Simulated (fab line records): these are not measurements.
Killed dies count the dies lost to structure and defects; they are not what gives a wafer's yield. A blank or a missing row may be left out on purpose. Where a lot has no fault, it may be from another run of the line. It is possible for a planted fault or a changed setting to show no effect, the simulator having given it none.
Matching of chambers / flow n5 finfet / N5_BEOL_M10_STRIP_67 on rie diel-03 has 4 sister chambers
The step strips in CF4. 16 wafers are shown with their chamber, then 8 later ones without.

## WAFERS WITH THEIR CHAMBER
wafer=L075.2; chamber=2; showerhead plenum p Torr (Torr)=1.80; drypump motor current A (A)=5.8; throttle valve pct (%)=13.19
wafer=L075.5; chamber=2; showerhead plenum p Torr (Torr)=1.80; drypump motor current A (A)=5.8; throttle valve pct (%)=13.20
wafer=L075.6; chamber=1; showerhead plenum p Torr (Torr)=1.74; drypump motor current A (A)=5.9; throttle valve pct (%)=13.36
wafer=L074.1; chamber=0; showerhead plenum p Torr (Torr)=1.78; drypump motor current A (A)=6.2; throttle valve pct (%)=13.63
wafer=L074.3; chamber=3; showerhead plenum p Torr (Torr)=1.85; drypump motor current A (A)=5.5; throttle valve pct (%)=13.47
wafer=L074.5; chamber=2; showerhead plenum p Torr (Torr)=1.80; drypump motor current A (A)=5.8; throttle valve pct (%)=13.21
wafer=L078.4; chamber=3; showerhead plenum p Torr (Torr)=1.85; drypump motor current A (A)=5.5; throttle valve pct (%)=13.48
wafer=L078.5; chamber=3; showerhead plenum p Torr (Torr)=1.85; drypump motor current A (A)=5.5; throttle valve pct (%)=13.47
wafer=L078.6; chamber=0; showerhead plenum p Torr (Torr)=1.78; drypump motor current A (A)=6.2; throttle valve pct (%)=13.63
wafer=L080.2; chamber=0; showerhead plenum p Torr (Torr)=1.78; drypump motor current A (A)=6.2; throttle valve pct (%)=13.65
wafer=L080.3; chamber=3; showerhead plenum p Torr (Torr)=1.85; drypump motor current A (A)=5.5; throttle valve pct (%)=13.46
wafer=L080.6; chamber=3; showerhead plenum p Torr (Torr)=1.85; drypump motor current A (A)=5.5; throttle valve pct (%)=13.47
wafer=L086.2; chamber=0; showerhead plenum p Torr (Torr)=1.78; drypump motor current A (A)=6.3; throttle valve pct (%)=13.66
wafer=L086.4; chamber=1; showerhead plenum p Torr (Torr)=1.74; drypump motor current A (A)=5.8; throttle valve pct (%)=13.42
wafer=L086.5; chamber=2; showerhead plenum p Torr (Torr)=1.79; drypump motor current A (A)=5.8; throttle valve pct (%)=13.25
wafer=L087.1; chamber=2; showerhead plenum p Torr (Torr)=1.79; drypump motor current A (A)=5.8; throttle valve pct (%)=13.29

SIGNATURES (means of the wafers above)
reading=showerhead plenum p Torr; chamber 0=1.7800; chamber 1=1.7400; chamber 2=1.7960; chamber 3=1.8500; scatter within a chamber=0.00316
reading=drypump motor current A; chamber 0=6.225; chamber 1=5.850; chamber 2=5.800; chamber 3=5.500; scatter within a chamber=0.0323
reading=throttle valve pct; chamber 0=13.6425; chamber 1=13.3900; chamber 2=13.2280; chamber 3=13.4700; scatter within a chamber=0.0282
Rule: a wafer lies at a distance from a chamber equal to the root of the sum of squares, over the readings, of (its reading less the chamber's mean, divided by the reading's scatter). The wafer belongs to the nearest chamber; if the next one is less than 2 further off, it can't be placed. The scatter is the square root of a quotient: the sum, over the shown wafers, of each reading's squared deviation from its chamber's mean, divided by wafers minus chambers.

## WAFERS WITHOUT THEIR CHAMBER
wafer=L087.5; showerhead plenum p Torr (Torr)=1.73; drypump motor current A (A)=5.9; throttle valve pct (%)=13.43
wafer=L087.6; showerhead plenum p Torr (Torr)=1.78; drypump motor current A (A)=6.3; throttle valve pct (%)=13.68
wafer=L089.2; showerhead plenum p Torr (Torr)=1.78; drypump motor current A (A)=6.3; throttle valve pct (%)=13.70
wafer=L089.5; showerhead plenum p Torr (Torr)=1.73; drypump motor current A (A)=5.8; throttle valve pct (%)=13.43
wafer=L089.6; showerhead plenum p Torr (Torr)=1.79; drypump motor current A (A)=5.8; throttle valve pct (%)=13.26
wafer=L093.2; showerhead plenum p Torr (Torr)=1.84; drypump motor current A (A)=5.5; throttle valve pct (%)=13.53
wafer=L093.3; showerhead plenum p Torr (Torr)=1.77; drypump motor current A (A)=6.3; throttle valve pct (%)=13.72
wafer=L093.6; showerhead plenum p Torr (Torr)=1.84; drypump motor current A (A)=5.5; throttle valve pct (%)=13.54

## THE CHAMBER EACH PASSED THROUGH
wafer=L087.5; from the rows above=1; in truth=1
wafer=L087.6; from the rows above=0; in truth=0
wafer=L089.2; from the rows above=0; in truth=0
wafer=L089.5; from the rows above=1; in truth=1
wafer=L089.6; from the rows above=2; in truth=2
wafer=L093.2; from the rows above=3; in truth=3
wafer=L093.3; from the rows above=0; in truth=0
wafer=L093.6; from the rows above=3; in truth=3
Correctly placed: 8 of 8. Not placeable from these rows: 0. Wrongly placed: 0.
